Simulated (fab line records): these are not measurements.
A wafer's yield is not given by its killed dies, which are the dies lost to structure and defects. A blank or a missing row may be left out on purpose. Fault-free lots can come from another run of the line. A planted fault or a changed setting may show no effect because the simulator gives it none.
Code-filled problem report in 8D (eight disciplines) form    flow n5_finfet    the parts of the form that need people (team, actions taken, sign-off) are left out

## 1. WHAT WENT WRONG
oes_product_au at N5_FIN_SAQP_ETCH_65 reads a mean of 0.883 a.u. on 2 wafers of 1 lot; wafers without a fault read 0.997 a.u. with a standard deviation of 0.014. That is -8.2 standard deviations from the usual mean.
The step: etches SiO2 in CF4, target depth 4 nm, time 4.4 s.
First seen on wafer L914.4, day 4 21:14, on rie_si-05. The record has a number at this step for 26 wafers belonging to 9 lots. Rule for "out" (also "out of limits"): further than 4 standard deviations from the usual mean. The other wafers with a number count as sound.

## 2. WHAT IT IS, WHAT IT ISN'T
question                     is                      is not
which readings at this step  oes_product_au          drypump_motor_current_A, throttle_valve_pct
which lots                   L914                    L903, L904, L908, L917, L921, L923, L925, L926
which wafers of those lots   all that have a number  -
read on which tools          rie_si-05               rie_si-01, rie_si-03
when                         from day 4 21:14        up to then (9 sound wafers); but 15 sound wafers of L917, L921, L923, L925, L926 came after

## 3. SUSPECTS, AND WHAT RULES EACH OUT
Counting: a tool at any process step up to the reading remains a suspect when it ran all the lots that are out and ran no sound lot after the first of those.
- rie_si-01 at N5_FIN_SAQP_MANDREL1_REMOVE_56 (chemistry HBr/Cl2/O2, target a-Si, stops on SiNx, bt time 10 s): ruled out as a lasting fault. Sound lots L923, L926 ran on it after its first lot that is out, L914 (day 4 20:58).
- rie_si-05 at N5_FIN_SAQP_ETCH_65 (etches SiO2 in CF4, target depth 4 nm, time 4.4 s): kept. It ran the lot that is out, L914 (day 4 21:14), and no sound lot after that. Its own oes_product_au readings are out on those wafers.
The count leaves rie_si-05 at N5_FIN_SAQP_ETCH_65.

## 4. THE CAUSE (what the simulator had put in)
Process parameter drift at N5_FIN_SAQP_ETCH_65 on rie_si-05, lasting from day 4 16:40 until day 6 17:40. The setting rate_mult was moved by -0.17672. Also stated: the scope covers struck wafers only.
After counting, this tool was the only one left.

## 5. THE CHAIN OF EFFECTS, in route order
One row per reading whose mean, taken over the struck wafers that have a number, lies over 3 standard deviations from the usual. Readings are gone through only where the record gives a usual standard deviation; hours: the median, over the lots, of the time from a lot's start at the first step in this table giving one to that lot's start at this step; sigmas: the change measured in usual standard deviations.
hours  step                 reading         usual       on struck wafers  change  sigmas
0      N5_FIN_SAQP_ETCH_65  oes_product_au  0.997 a.u.  0.883             -0.114  -8.2
Here are the process steps it includes:
- N5_FIN_SAQP_ETCH_65: etches SiO2 in CF4, target depth 4 nm, time 4.4 s.
Later measuring or inspecting steps at which every struck wafer that the step has a row for has a number for every such reading, and none has moved that far: N5_BEOL_M4_RC_MEAS_101.

## 6. HOW IT WOULD HAVE BEEN CAUGHT EARLIER
The fault began at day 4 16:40; the first out-of-limits reading in this record came at day 4 21:14, 5 hours later.
